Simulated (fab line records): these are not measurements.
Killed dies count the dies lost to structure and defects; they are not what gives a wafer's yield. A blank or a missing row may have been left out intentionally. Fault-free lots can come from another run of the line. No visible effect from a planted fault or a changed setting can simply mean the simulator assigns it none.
fab line records	flow n5Finfet
record lots=7	wafers=21	lastDay=19
route steps=1938 shown BEOL_M11@1596 BEOL_M12@1602 PASSIVATION@1936
lots that met no fault: from a run of the same line without faults
startH: start of the lot's first displayed wafer, in hours after the record's first day	waitH: hours elapsed since this lot's preceding step	" same as the row above	L1.1+2: several wafers, shown together as one row	- no value present, or no start provided	* or withheld: withheld	< > ~ a bound
route shown NAME@n: names a module that has steps shown in the file, with the first one's number in the route	usual: mean/standard deviation taken from wafers without a fault	same: alike in all rows	chamber/n: place in a boat	sites: each site's reading	_std_site: standard deviation of those values	_edge_site: mean of outer sites minus mean of inner sites	radiusMm: for every site, how far away it sits from the centre of the wafer	mask NAME#n: copy n	behind: tool/chamber where the wafer was last shaped	hold: why the lot was held/for how many hours/how that ended	device: whichever transistor did not switch (one of n, p or np)	end of line: tests of these same wafers at the route's end	a step given without rows: its recipe and nothing more	killed: the dies lost at the first sort to structure and to defects; this is not the yield of the wafer	map: dies across one wafer; x = killed, . = not, _ = none there
set.NAME: the run value of the setting; set.NAME@STEP: its run value at that earlier step	model.NAME: the simulator's own value behind a step, which no gauge read
lots at selected steps of the route; one table per step, one row per wafer
services: a tool's chamber out of use, with start hour (startH, from the record's first day; less than 0 if before it), hours out, and reason
## steps
# step N5_BEOL_M11_CMP_52
# recipe stopOn=SiCOH_lowk	tOverpolishS=7	downForcePsi=1	platenRpm=50	clearingPlatenDownForcePsi=1.5	clearingPlatenRpm=50	postCmpClean=cuAlkaline	targetThkNm=140	clearingPlatenPadVelocityMS=0.99484	padVelocityMS=0.99484
# usual barrierFieldEndpointS=29.0/0.77	edgeZonePressureFrac=1.000/0.0047	motorCurrentA=6.1/0.68	overpolishRunS=7.000/0.0083	timeToEndpointS=66/3
lot.wafer	tool	chamber	startH	waitH	barrierFieldEndpointS	edgeZonePressureFrac	motorCurrentA	overpolishRunS	timeToEndpointS
L453.4	cmp-01	3	218.04	0.1	28.9	1.003	5.3	7.014	65
L453.2	"	1	"	"	28.5	0.994	7.1	7.000	62
L453.6	"	3	"	"	28.3	1.001	5.4	6.996	65
L454.1	cmp-01	1	226.00	0.3	28.0	0.997	6.9	6.993	67
L454.3	"	3	"	"	27.9	0.999	5.3	7.000	62
L454.6	"	2	"	"	28.5	1.003	7.1	7.006	66
L461.1	cmp-01	2	244.65	0.3	28.3	1.002	6.6	7.022	62
L461.5	"	0	"	"	29.2	0.989	6.1	6.999	65
L461.6	"	1	"	"	28.1	1.006	6.9	6.988	60
L460.4	cmp-03	0	248.70	0.1	29.6	0.997	5.6	7.007	68
L460.1	"	3	"	"	29.5	1.006	6.4	7.015	69
L460.6	"	1	"	"	28.7	1.002	6.7	7.004	65
L462.3	cmp-03	2	250.63	0.3	28.6	1.006	6.4	6.991	67
L462.6	"	3	"	"	29.9	0.996	6.9	7.022	69
L462.5	"	0	"	"	30.4	0.996	5.7	6.985	70
L474.3	cmp-02	0	354.63	0.2	28.1	1.006	4.9	7.002	65
L474.1	"	1	"	"	28.8	0.992	5.3	6.996	66
L474.4	"	3	"	"	28.1	1.009	6.5	6.992	62
L476.2	cmp-03	0	404.67	0.2	30.1	1.000	5.7	6.989	70
L476.4	"	1	"	"	29.0	0.998	6.4	7.005	66
L476.5	"	0	"	"	29.8	1.010	5.5	7.014	70
# step N5_BEOL_M11_THK_MEAS_53
# recipe thkMeasGauge=xrf	reads=Cu_of_BEOL_M11_ECD_50
# usual M11_THK=139.3/2.9
lot.wafer	tool	chamber	startH	waitH	M11_THK[nm]
L453.2	filmMetro-01	-	218.33	-	135.7
L453.4	"	-	"	"	139.6
L453.6	"	-	"	"	139.2
L454.1	filmMetro-02	-	226.30	-	138.5
L454.3	"	-	"	"	135.0
L454.6	"	-	"	"	139.1
L461.1	filmMetro-01	-	244.88	0.2	135.3
L461.5	"	-	"	"	138.1
L461.6	"	-	"	"	132.8
L460.1	filmMetro-01	-	248.99	-	138.3
L460.4	"	-	"	"	137.3
L460.6	"	-	"	"	137.7
L462.3	filmMetro-01	-	250.81	-	140.9
L462.5	"	-	"	"	137.1
L462.6	"	-	"	"	141.8
L474.1	filmMetro-01	-	354.93	-	147.5
L474.3	"	-	"	"	142.1
L474.4	"	-	"	"	139.4
L476.2	filmMetro-02	-	404.96	-	140.8
L476.4	"	-	"	"	143.4
L476.5	"	-	"	"	142.0
# step N5_BEOL_M11_PRE_CLEAN_55
# recipe gas=NH3	timeS=15	tempC=withheld	rfPowerW=300
# step N5_BEOL_M11_DEP_56
# recipe material=SiCN	targetThkA=300	tempC=withheld	precursor=3MS/NH3	pressureTorr=3	rfW=675	timeS=10.5
# usual showerheadPlenumPTorr=4.163/0.03	throttleValvePct=18.6/1.1
lot.wafer	tool	chamber	startH	waitH	showerheadPlenumPTorr	throttleValvePct
L453.2	pecvd-03	2	218.39	0.0	4.144	18.5
L453.4	"	0	"	"	4.178	19.1
L453.6	"	2	"	"	4.149	18.5
L454.1	pecvd-03	1	226.36	0.0	4.157	18.8
L454.3	"	2	"	"	4.161	18.6
L454.6	"	0	"	"	4.182	19.1
L461.1	pecvd-01	2	244.95	0.0	4.106	17.0
L461.5	"	1	"	"	4.152	18.6
L461.6	"	2	"	"	4.108	16.9
L460.1	pecvd-03	0	249.06	0.0	4.201	19.2
L460.4	"	2	"	"	4.157	18.3
L460.6	"	1	"	"	4.143	18.7
L462.3	pecvd-04	0	250.87	0.0	4.167	19.1
L462.5	"	1	"	"	4.180	18.0
L462.6	"	2	"	"	4.145	16.3
L474.1	pecvd-03	2	354.99	0.0	4.146	18.7
L474.3	"	1	"	"	4.157	18.7
L474.4	"	0	"	"	4.176	18.7
L476.2	pecvd-04	2	405.03	0.0	4.128	16.6
L476.4	"	2	"	"	4.142	16.6
L476.5	"	0	"	"	4.183	19.7
# step N5_BEOL_M11_RS_MEAS_57
# recipe thkMeasGauge=four-point-probe	reads=Cu_of_BEOL_M11_ECD_50+Co_of_BEOL_M11_CVD_75+TaN_of_BEOL_M11_ALD_74
# usual M11_RS=0.152/0.0034
lot.wafer	tool	chamber	startH	waitH	M11_RS[ohm/sq]
L453.2	filmMetro-01	-	218.46	0.0	0.156
L453.4	"	-	"	"	0.153
L453.6	"	-	"	"	0.153
L454.1	filmMetro-02	-	226.42	0.0	0.153
L454.3	"	-	"	"	0.157
L454.6	"	-	"	"	0.152
L461.1	filmMetro-01	-	245.01	0.0	0.155
L461.5	"	-	"	"	0.153
L461.6	"	-	"	"	0.159
L460.1	filmMetro-01	-	249.12	0.0	0.151
L460.4	"	-	"	"	0.153
L460.6	"	-	"	"	0.152
L462.3	filmMetro-02	-	250.93	0.0	0.149
L462.5	"	-	"	"	0.153
L462.6	"	-	"	"	0.148
L474.1	filmMetro-02	-	355.05	0.0	0.143
L474.3	"	-	"	"	0.149
L474.4	"	-	"	"	0.151
L476.2	filmMetro-02	-	405.09	0.0	0.152
L476.4	"	-	"	"	0.148
L476.5	"	-	"	"	0.150
# step N5_BEOL_M11_INSPECT_58
# recipe inspectInstrument=darkfield	mode=postDep
# usual rawDefectCount=71/23
lot.wafer	tool	chamber	startH	waitH	rawDefectCount
L453.2	defectInspect-02	-	218.48	0.0	45
L453.4	"	-	"	"	97
L453.6	"	-	"	"	44
L454.1	defectInspect-01	-	226.45	0.0	86
L454.3	"	-	"	"	82
L454.6	"	-	"	"	109
L461.1	defectInspect-01	-	245.03	0.0	84
L461.5	"	-	"	"	60
L461.6	"	-	"	"	66
L460.1	defectInspect-01	-	249.15	0.0	53
L460.4	"	-	"	"	53
L460.6	"	-	"	"	51
L462.3	defectInspect-02	-	250.96	0.0	42
L462.5	"	-	"	"	56
L462.6	"	-	"	"	64
L474.1	defectInspect-02	-	355.08	0.0	84
L474.3	"	-	"	"	64
L474.4	"	-	"	"	76
L476.2	defectInspect-02	-	405.12	0.0	112
L476.4	"	-	"	"	131
L476.5	"	-	"	"	74
# step N5_BEOL_M12_ILD_DEP_00
# recipe material=SiOC	targetThkA=6589.2	tempC=350	precursor=DEMS/O2	pressureTorr=5	rfW=500	timeS=130.7
# usual heaterPowerW=506/110	showerheadPlenumPTorr=5.694/0.019	throttleValvePct=12.2/0.73
lot.wafer	tool	chamber	startH	waitH	heaterPowerW	showerheadPlenumPTorr	throttleValvePct
L453.2	pecvd-04	1	218.52	0.0	466	5.722	11.7
L453.4	"	0	"	"	472	5.696	12.5
L453.6	"	0	"	"	478	5.699	12.5
L454.1	pecvd-04	0	226.49	0.0	429	5.690	12.5
L454.3	"	1	"	"	483	5.718	12.0
L454.6	"	0	"	"	479	5.715	12.7
L461.1	pecvd-01	0	245.07	0.0	457	5.713	13.5
L461.5	"	0	"	"	486	5.726	13.6
L461.6	"	1	"	"	392	5.714	12.6
L460.1	pecvd-02	1	249.18	0.0	440	5.685	12.2
L460.4	"	2	"	"	615	5.669	11.9
L460.6	"	1	"	"	470	5.690	12.2
L462.3	pecvd-01	1	250.99	0.0	439	5.707	12.5
L462.5	"	1	"	"	458	5.705	12.1
L462.6	"	0	"	"	522	5.731	13.5
L474.1	pecvd-02	1	355.11	0.0	503	5.689	12.4
L474.3	"	0	"	"	473	5.687	12.7
L474.4	"	1	"	"	393	5.681	12.1
L476.2	pecvd-01	0	405.15	0.0	538	5.727	13.7
L476.4	"	2	"	"	751	5.666	11.4
L476.5	"	0	"	"	442	5.725	13.3
# step N5_BEOL_M12_THK_MEAS_01
# recipe reads=SiOC_of_BEOL_M12_ILD_DEP_00
# usual M12_ILD_THK=662/8.9
lot.wafer	tool	chamber	startH	waitH	M12_ILD_THK[nm]
L453.2	filmMetro-02	-	218.70	0.1	645
L453.4	"	-	"	"	671
L453.6	"	-	"	"	661
L454.1	filmMetro-01	-	226.67	0.1	658
L454.3	"	-	"	"	666
L454.6	"	-	"	"	670
L461.1	filmMetro-02	-	245.20	0.1	650
L461.5	"	-	"	"	669
L461.6	"	-	"	"	650
L460.1	filmMetro-01	-	249.31	0.1	656
L460.4	"	-	"	"	682
L460.6	"	-	"	"	661
L462.3	filmMetro-02	-	251.13	0.1	641
L462.5	"	-	"	"	652
L462.6	"	-	"	"	667
L474.1	filmMetro-01	-	355.24	0.1	649
L474.3	"	-	"	"	646
L474.4	"	-	"	"	663
L476.2	filmMetro-01	-	405.42	0.2	661
L476.4	"	-	"	"	671
L476.5	"	-	"	"	677
# step N5_BEOL_M12_COAT_58
# recipe resist=BARC	tempC=205	timeS=60	spinRpm=1500	resistThkNm=89
# step N5_BEOL_M12_COAT_04
# recipe spinRpm=1625	resistThkNm=400
# step N5_BEOL_M12_EBR_06
# recipe solvent=PGMEA	ebrWidthMm=1.5
# step N5_BEOL_M12_SOFTBAKE_05
# recipe tempC=130	timeS=60
# step N5_BEOL_M12_EXPOSE_07
# recipe maskId=V11	na=0.93	sourceShape=conventional	sigmaOuter=0.6	polarization=unpolarized	attpsmPhaseDeg=180	doseMj=32.5
# usual exposureDoseMJCm2=32.47/0.031
lot.wafer	tool	chamber	startH	waitH	mask	exposureDoseMJCm2
L453.2	krfScanner-02	0	218.84	-	V11#0	32.52
L453.4	"	0	"	"	V11#0	32.47
L453.6	"	0	"	"	V11#0	32.49
L454.1	krfScanner-01	0	226.93	-	V11#0	32.46
L454.3	"	0	"	"	V11#0	32.43
L454.6	"	0	"	"	V11#0	32.44
L461.1	krfScanner-02	0	245.46	-	V11#0	30.98
L461.5	"	0	"	"	V11#0	30.93
L461.6	"	0	"	"	V11#0	31.00
L460.1	krfScanner-02	0	249.44	-	V11#0	31.30
L460.4	"	0	"	"	V11#0	31.27
L460.6	"	0	"	"	V11#0	31.29
L462.3	krfScanner-02	0	251.27	-	V11#0	31.45
L462.5	"	0	"	"	V11#0	31.49
L462.6	"	0	"	"	V11#0	31.47
L474.1	krfScanner-01	0	355.50	-	V11#0	32.53
L474.3	"	0	"	"	V11#0	32.48
L474.4	"	0	"	"	V11#0	32.54
L476.2	krfScanner-01	0	405.55	-	V11#0	32.47
L476.4	"	0	"	"	V11#0	32.44
L476.5	"	0	"	"	V11#0	32.46
# step N5_BEOL_M12_PEB_08
# recipe pebTempC=130	pebTimeS=90
# step N5_PASSIVATION_PROBE_49
# usual defectLimitedYield=91.0/1.5	killed_at_M0_to_M3=32/9.6	killed_at_M4_up=13/4.7	killedAtContacts=13/7.2	killedAtFrontEnd=44/13	killedAtOther=4/3.4	killedDies=106/18	killedOpen=70/13	killedShort=35/8	sort_bin_5_function=5.3/0.97	sort_bin_6_memory=3.4/0.73	sortNPass=1074/18	sortYieldPct=91.0/1.5
# same grossDies=1180	killedAtBackSide=0	sort_bin_4_leakage[%]=0	sort_bin_8_speed[%]=0
lot.wafer	tool	chamber	startH	waitH	defectLimitedYield[%]	killed_at_M0_to_M3	killed_at_M4_up	killedAtContacts	killedAtFrontEnd	killedAtOther	killedDies	killedOpen	killedShort	sort_bin_5_function[%]	sort_bin_6_memory[%]	sortNPass	sortYieldPct[%]
L461.1	prober-02	-	278.60	0.0	87.5	20	11	75	41	1	148	58	26	8.1	3.9	1032	87.5
L461.5	prober-02	-	278.80	0.2	85.3	37	10	77	47	3	174	83	29	8.6	5.8	1006	85.3
L461.6	prober-02	-	278.85	0.3	87.2	35	3	68	42	3	151	64	29	8.1	3.9	1029	87.2
L460.1	prober-02	-	290.48	0.0	93.1	21	10	20	29	1	81	42	21	3.9	2.8	1099	93.1
L460.4	prober-02	-	290.63	0.2	91.3	29	16	15	40	3	103	54	38	4.8	3.6	1077	91.3
L460.6	prober-02	-	290.73	0.3	90.7	27	18	19	45	1	110	64	29	5.1	3.7	1070	90.7
L462.3	prober-01	-	295.26	0.1	89.8	36	15	10	56	3	120	92	24	6.4	3.5	1060	89.8
L462.5	prober-01	-	295.36	0.2	91.0	29	15	21	38	3	106	60	36	5.7	3.0	1074	91.0
L462.6	prober-01	-	295.41	0.3	91.4	24	7	18	44	8	101	66	32	5.3	3.0	1079	91.4
# killed by level:class
L461.1 MOL_CONTACT_COAG:areaExpose=64 MOL_CONTACT_COAG:geometricParticle:open=11 STI_FIN_REVEAL:geometricParticle:open=10 FIN_SAQP:geometricParticle:open=5 ILD0:geometricParticle:short=5 BEOL_M0:geometricParticle:open=5 BEOL_M0_SAQP:geometricParticle:short=4 DUMMY_GATE:geometricParticle:open=3
L461.5 MOL_CONTACT_COAG:areaExpose=62 STI_FIN_REVEAL:geometricParticle:open=12 MOL_CONTACT_COAG:geometricParticle:open=12 FIN_SAQP:geometricParticle:open=8 BEOL_M0_SAQP:geometricParticle:short=7 STARTING-WAFER:geometricParticle:open=6 BEOL_M1:geometricParticle:open=6 BEOL_M2:geometricParticle:open=6
L461.6 MOL_CONTACT_COAG:areaExpose=58 FIN_SAQP:geometricParticle:open=14 BEOL_M1:geometricParticle:open=12 STI_FIN_REVEAL:geometricParticle:open=7 MOL_CONTACT_COAG:geometricParticle:open=7 BEOL_M2:geometricParticle:open=7 GATE_CUT:geometricParticle:short=4 BEOL_M0_SAQP:geometricParticle:short=4
L460.1 MOL_CONTACT_COAG:areaExpose=16 STI_FIN_REVEAL:geometricParticle:open=7 FIN_SAQP:geometricParticle:short=5 BEOL_M0_SAQP:geometricParticle:open=5 BEOL_M0_SAQP:geometricParticle:short=5 DUMMY_GATE:geometricParticle:open=4 MOL_CONTACT_COAG:geometricParticle:open=4 BEOL_M5:geometricParticle:open=4
L460.4 MOL_CONTACT_COAG:areaExpose=11 BEOL_M0_SAQP:geometricParticle:short=9 FIN_SAQP:geometricParticle:short=6 STI_FIN_REVEAL:geometricParticle:open=6 GATE_CUT:geometricParticle:open=6 FIN_SAQP:geometricParticle:open=5 DUMMY_GATE:geometricParticle:open=5 GATE_CUT:geometricParticle:short=5
L460.6 BEOL_M4:geometricParticle:open=13 FIN_SAQP:geometricParticle:short=12 MOL_CONTACT_COAG:areaExpose=12 MOL_CONTACT_COAG:geometricParticle:open=7 STI_FIN_REVEAL:geometricParticle:open=6 BEOL_M0:geometricParticle:open=6 DUMMY_GATE:geometricParticle:open=5 BEOL_M0_SAQP:geometricParticle:short=5
L462.3 FIN_SAQP:geometricParticle:open=23 STI_FIN_REVEAL:geometricParticle:open=16 BEOL_M2:geometricParticle:open=15 FIN_SAQP:geometricParticle:short=7 MOL_CONTACT_COAG:geometricParticle:open=7 BEOL_M4:geometricParticle:open=7 BEOL_M3:geometricParticle:open=5 STARTING-WAFER:geometricParticle:short=3
L462.5 BEOL_M2:geometricParticle:open=12 MOL_CONTACT_COAG:geometricParticle:open=10 BEOL_M0_SAQP:geometricParticle:short=9 FIN_SAQP:geometricParticle:open=7 MOL_CONTACT_COAG:geometricParticle:short=7 GATE_CUT:geometricParticle:short=6 BEOL_M4:geometricParticle:open=6 FIN_SAQP:geometricParticle:short=4
L462.6 MOL_CONTACT_COAG:geometricParticle:open=14 FIN_SAQP:geometricParticle:open=11 STI_FIN_REVEAL:geometricParticle:open=9 BEOL_M0_SAQP:geometricParticle:short=7 BEOL_M0_SAQP:geometricParticle:open=6 GATE_CUT:geometricParticle:short=5 BEOL_M2:geometricParticle:open=5 FIN_SAQP:geometricParticle:short=4
# map L460.6 (x killed, . not)
_________________.x......x...________________
______________.................._____________
___________.......x................__________
__________.......................x.._________
________.........................xx..._______
_______....................x...........______
______..................x.....x........._____
_____.................................x..____
____................x......x...x.....x....___
___...................x..x....x............__
___..............x...............x.....x...__
__...........x...x.x.......x.............x.._
__....x...........x.............x..........._
_..x......xx..x.x...............x.....x......
_......x.......x..................x....x.....
_..............................x.........x...
_..........x......................x.....xx...
_................x.......x.....x...x........x
_....................x..................x....
_...x...x.............x........x.........x...
_x...x............x.......x.......xxx........
__..x.....x...........................x....._
__.................xx....x.x.....x...xx....._
___.x................x....................x__
___..................x.......x...x.......x.__
____...x.x...x....x...................x...___
_____.......x.............x..............____
______.......x.........x...x.....x......_____
_______......x..............x......x...______
________..............x.......x...xx.._______
__________xx....x............x.x..x._________
___________x........x.............x__________
______________...x.............._____________
_________________......x.....________________
# map L461.5 (x killed, . not)
_________________....x.......________________
______________..x.........x....._____________
___________.........x..............__________
__________x.x..........x.x.........._________
________.....xx..................xx..._______
_______.x......x.x.....x.......x.......______
______x.x......x.....x....x...x........._____
_____...x......x...x.........xx..x.......____
____....x..x..x.....x......x....x.........___
___........x......x..........xx..x.....x...__
___......x........xx........x.x....x......x__
__..............x...x.......x.............xx_
__.xxx...x......x................x.......x.._
_.......xxx.......x...x......................
_..x.....x..........x..........x..x...xx.....
_...........x....x.......x.....x...x...x.xx.x
_x....x....x..x.........xx...........x.......
_.....xx.x.....x.............x...............
_.......x........x..x.......x.x..x.x.........
_x...x..........xx......................x.x..
_...x...x........x.......................x...
__........x......x....x.........x..........x_
__...........x..x..........x........x......._
___...x..x........x......x............xx..x__
___...x.....x...x..........x..x..x.........__
____......x...........x..x.....x.x......x.___
_____.x...........x.xx.....x.........x...____
______.....x.........x......x..........x_____
_______.x.........x............xx......______
________xxx...x.............x........._______
__________..xxx.....x.........x....._________
___________..xx...........x........__________
______________....x..xxx........_____________
_________________...x..xxx.x.________________
## services
tool	chamber	startH	hours	kind
krfScanner-01	-	200.53	0.2	repair
krfScanner-01	-	202.00	0.8	pm
krfScanner-02	-	208.90	0.8	pm
cmp-01	-	224.40	0.8	repair
krfScanner-02	-	230.43	4.0	pm
cmp-01	-	231.27	3.5	pm
krfScanner-01	-	235.80	1.4	repair
krfScanner-02	-	242.54	0.8	pm
cmp-01	-	246.25	7.9	pm
krfScanner-01	-	253.48	1.3	pm
cmp-03	-	254.31	4.0	pm
krfScanner-01	-	256.46	1.0	pm
krfScanner-02	-	269.81	1.3	pm
cmp-03	-	282.78	8.0	pm
krfScanner-02	-	293.96	1.0	pm
cmp-03	-	297.70	4.0	repair
pecvd-04	2	301.30	3.7	repair
pecvd-01	2	319.35	3.9	repair
cmp-01	-	324.54	0.5	repair
krfScanner-02	-	336.15	0.2	repair
pecvd-01	0	353.90	7.0	repair
krfScanner-02	-	377.70	0.8	pm
pecvd-01	1	380.68	10.6	repair
pecvd-01	1	401.37	4.0	repair
## key
firstSign step=N5_BEOL_M12_EXPOSE_07	reading=exposureDoseMJCm2	direction=down	sigmas=40	usual=32.47	struck=31.24
effect none on later readings
metAt N5_BEOL_M12_EXPOSE_07
struckWafers L460.1,L460.4,L460.6,L461.1,L461.5,L461.6,L462.3,L462.5,L462.6
loopTrim step=N5_BEOL_M12_EXPOSE_07	setting=dose	lots=L460,L462
onsetBetween 218.84 245.46
earlierFault kind=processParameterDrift	tool=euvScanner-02	chamber=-	onsetH=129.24	steps=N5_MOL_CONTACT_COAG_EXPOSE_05	channel=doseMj	offset=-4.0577	shape=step	actsIn=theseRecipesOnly	stated=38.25
fault kind=processParameterDrift	tool=krfScanner-02	chamber=-	onsetH=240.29	steps=N5_BEOL_M12_EXPOSE_07	channel=doseMj	offset=-1.5359	shape=step	actsIn=theseRecipesOnly	stated=32.5
# loopTrim: a control loop set the setting to another value than it would have without faults
